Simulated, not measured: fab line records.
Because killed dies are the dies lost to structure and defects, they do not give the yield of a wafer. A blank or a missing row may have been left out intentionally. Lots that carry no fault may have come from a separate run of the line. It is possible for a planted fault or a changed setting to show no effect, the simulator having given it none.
A single fault, viewed from 3 desks	flow nandHarc	only its own numbers are on each desk; what lay behind them is given at the end

THE DEFECT DESK
What the inspections along the route counted, lot by lot: means of the sampled wafers that have a number. A lot is out of limits, marked OUT, if its mean lies more than 4 standard deviations from the usual mean; the brackets give that distance.
Columns: A = rawDefectCount at NHARC_P_M0_INSPECT_27, usual 290
lot	first seen here	A
L844	day 6 10:53	270
L845	day 6 17:23	310
L848	day 7 06:59	227
L846	day 7 08:14	222
L847	day 7 08:48	244
L849	day 7 22:29	198
L852	day 8 08:29	210
L854	day 10 10:41	454
L856	day 10 11:05	460
L858	day 10 19:11	316
L861	day 10 19:55	409
L859	day 10 21:14	296
L863	day 11 00:13	199
L864	day 11 02:15	309
This desk's finding: nothing out of limits on any of the 14 lots.

METROLOGY DESK
What the gauges read for every lot (on any tool): the sampled wafers with a number, averaged. A lot is out of limits, marked OUT, if its mean lies more than 4 standard deviations from the usual mean; the brackets give that distance.
Columns: A = overlayXNm at NHARC_P_M0_OVL_MEAS_10, usual 0.0 nm; B = overlayYNm at NHARC_P_M0_OVL_MEAS_10, usual 0.1 nm; C = cdNm at NHARC_P_M1_CD_MEAS_09, usual 130.0 nm; D = overlayXNm at NHARC_P_M1_OVL_MEAS_10, usual 0.1 nm; E = overlayYNm at NHARC_P_M1_OVL_MEAS_10, usual 0.0 nm
lot	first seen here	A	B	C	D	E
L844	day 6 08:19	0.2	0.9	130.9	-1.4	-1.5
L845	day 6 14:48	-0.7	-0.6	129.6	0.3	1.2
L848	day 7 04:06	0.8	0.3	130.7	0.1	-0.1
L846	day 7 05:32	-0.0	0.6	129.9	1.1	-1.0
L847	day 7 06:04	0.2	1.9	130.7	0.1	0.5
L849	day 7 19:52	0.3	0.2	130.5	0.1	0.3
L852	day 8 05:51	0.9	-0.3	129.9	-0.0	-0.4
L854	day 10 08:07	0.3	-1.2	129.8	1.2	0.5
L856	day 10 08:27	-0.4	-1.4	129.3	0.4	0.4
L858	day 10 16:35	-1.6	-0.6	104.1 (-40) OUT	0.6	0.0
L861	day 10 17:16	-1.1	0.8	130.1	-0.7	0.4
L859	day 10 18:14	0.6	-0.7	129.3	-0.7	-0.2
L863	day 10 21:38	0.2	-0.9	130.1	1.3	-0.8
L864	day 10 23:41	-1.4	0.1	107.6 (-34) OUT	0.0	-0.5
This desk's finding: out of limits on L858, L864; first on L858, day 10 20:34 (cdNm at NHARC_P_M1_CD_MEAS_09). In limits: L844, L845, L848, L846, L847, L849, L852, L854, L856, L861, L859, L863.

DESK OF THE TOOL OWNER: lithoTrack-04
The tool's own readings at NHARC_P_M1_PEB_07 (peb time 65 s): means of the sampled wafers that have a number, for each lot that ran on this tool. A lot is out of limits, marked OUT, if its mean lies more than 4 standard deviations from the usual mean; the brackets give that distance.
Columns: A = heaterPowerTotalW at NHARC_P_M1_PEB_07, usual 156.6 W; B = plateTempC at NHARC_P_M1_PEB_07, usual 99.97 C
lot	first seen here	A	B
L845	day 6 18:43	156.6	99.94
L846	day 7 09:26	156.5	99.95
L847	day 7 10:07	156.4	99.95
L858	day 10 20:29	143.5 (-32) OUT	93.84 (-51) OUT
L864	day 11 03:36	143.1 (-33) OUT	93.76 (-52) OUT
This desk's finding: out of limits on L858, L864; first on L858, day 10 20:29 (heaterPowerTotalW at NHARC_P_M1_PEB_07). In limits: L845, L846, L847.

PUT TOGETHER
At day 10 20:29, on L858, L864, the tool owner's desk was in a position to raise an alarm.
L858, L864 would have let the metrology desk raise an alarm at day 10 20:34.
Nothing out of limits was seen by the defect desk.
The defect desk has L858, L864 on record, within its limits.
The lots listed all ran NHARC_P_M1_PEB_07 on lithoTrack-04.

WHAT THE SIMULATOR HAD INSERTED
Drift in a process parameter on lithoTrack-04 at NHARC_P_M1_PEB_07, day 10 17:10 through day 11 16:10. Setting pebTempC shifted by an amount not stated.
Struck lots among those shown: L858, L864.
Counting hours from when the fault started, the first reading out of limits came at 3 for the tool owner's desk and at 3 for the metrology desk.
